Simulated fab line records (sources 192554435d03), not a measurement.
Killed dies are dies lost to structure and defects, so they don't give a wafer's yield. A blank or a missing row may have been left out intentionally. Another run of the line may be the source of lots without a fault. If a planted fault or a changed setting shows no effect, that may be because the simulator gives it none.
Which tool was responsible? -- flow n5_finfet -- 11 lots with 33 wafers sampled at 5 steps, on a route of 1938 steps

## WHAT THE GAUGES READ, wafer by wafer
N5_BEOL_M9_OVL_MEAS_12.
lot,measured,on,M9_OVL (nm)
L077,day 9 19:32,overlay-01,-0.4 -0.7 -1.0
L079,day 10 21:26,overlay-02,-0.5 -1.8 -1.3
L078,day 11 00:16,overlay-02,0.7 0.0 0.3
L082,day 11 11:44,overlay-01,-0.2 -0.9 -0.2
L084,day 11 21:07,overlay-02,-0.2 -0.6 0.1
L087,day 12 21:59,overlay-01,-0.8 -0.4 0.4
L090,day 13 05:09,overlay-02,-1.3 -1.1 -1.4
L091,day 13 14:20,overlay-02,0.1 -1.3 0.1
L093,day 14 12:49,overlay-01,-1.0 -0.3 -1.6
L095,day 14 17:04,overlay-01,0.0 -0.4 -0.5
L097,day 15 09:43,overlay-01,0.7 0.3 1.0

## TOOL THAT RAN EACH LOT (tool first, then ch and the chambers of the sampled wafers, then the start)
lot,N5_BEOL_M8_STRIP_36,N5_BEOL_M8_STRIP_80,N5_BEOL_M8_ANNEAL_51,N5_BEOL_M8_CMP_52
L077,"rie_diel-02 ch 1,2, day 9 13:03","rie_diel-02 ch 1,2, day 9 15:11 or earlier","rtp_anneal-02 ch 0, day 9 15:11","cmp-02 ch 0,2, day 9 15:29"
L079,"rie_diel-06 ch 1,2,3, day 10 16:19","rie_diel-06 ch 1,2,3, day 10 18:35 or earlier","rtp_anneal-02 ch 0, day 10 18:35","cmp-03 ch 0,1, day 10 18:53"
L078,"rie_diel-06 ch 0,2,3, day 10 20:07","rie_diel-06 ch 0,2,3, day 10 22:07 or earlier","rtp_anneal-02 ch 0, day 10 22:07","cmp-02 ch 0,2,3, day 10 22:25"
L082,"rie_diel-06 ch 1,2, day 11 06:18","rie_diel-06 ch 1,2, day 11 08:08 or earlier","rtp_anneal-02 ch 0, day 11 08:08","cmp-04 ch 0,2, day 11 08:28"
L084,"rie_diel-06 ch 1,2, day 11 14:47","rie_diel-06 ch 1,2, day 11 18:33 or earlier","rtp_anneal-01 ch 0, day 11 18:33","cmp-02 ch 0,2,3, day 11 18:52"
L087,"rie_diel-04 ch 2,3, day 12 16:53","rie_diel-04 ch 2,3, day 12 19:40 or earlier","rtp_anneal-02 ch 0, day 12 19:40","cmp-02 ch 0,2,3, day 12 20:04"
L090,"rie_diel-04 ch 0,2,3, day 12 23:55","rie_diel-04 ch 0,2,3, day 13 02:10 or earlier","rtp_anneal-02 ch 0, day 13 02:10","cmp-03 ch 1,2,3, day 13 02:32"
L091,"rie_diel-06 ch 2,3, day 13 08:54","rie_diel-06 ch 2,3, day 13 11:01 or earlier","rtp_anneal-01 ch 0, day 13 11:01","cmp-03 ch 0,2,3, day 13 11:17"
L093,"rie_diel-02 ch 1,2,3, day 14 06:15","rie_diel-02 ch 1,2,3, day 14 08:41 or earlier","rtp_anneal-01 ch 0, day 14 08:41","cmp-03 ch 0,3, day 14 09:11"
L095,"rie_diel-02 ch 0,1,3, day 14 11:28","rie_diel-02 ch 0,1,3, day 14 14:03 or earlier","rtp_anneal-01 ch 0, day 14 14:03","cmp-02 ch 1,2,3, day 14 14:21"
L097,"rie_diel-04 ch 0,1,2, day 15 02:15","rie_diel-04 ch 0,1,2, day 15 05:35 or earlier","rtp_anneal-02 ch 0, day 15 05:35","cmp-03 ch 1,3, day 15 05:55"
- N5_BEOL_M8_STRIP_36: strips in N2/H2.
- N5_BEOL_M8_STRIP_80: strips in N2/H2, time 10 s.
- N5_BEOL_M8_ANNEAL_51: time 90 s.
- N5_BEOL_M8_CMP_52: polishes, stops on SiCOH lowk, t overpolish 6.9 s, target thk 80 nm.

## THE ANSWER, worked out from the rows above alone
Rule: usual is defined by the lots themselves. The widest of any qualifying gaps counts: lots, ordered by their means at a reading, are off when they make up no more than a third of the lots, leave a main group of 4 or more, and stand apart from it by 3 or more times the standard deviation of that group's means. Not used: any main group whose means are identical at the precision the tables above print for the reading. Also off: a lot with no number at a reading for which 4 or more lots have one. All remaining lots with rows at the step are treated as sound.
None of the lots is off at any reading shown; this tells nothing.

## WHAT HAD BEEN PUT IN BY THE SIMULATOR
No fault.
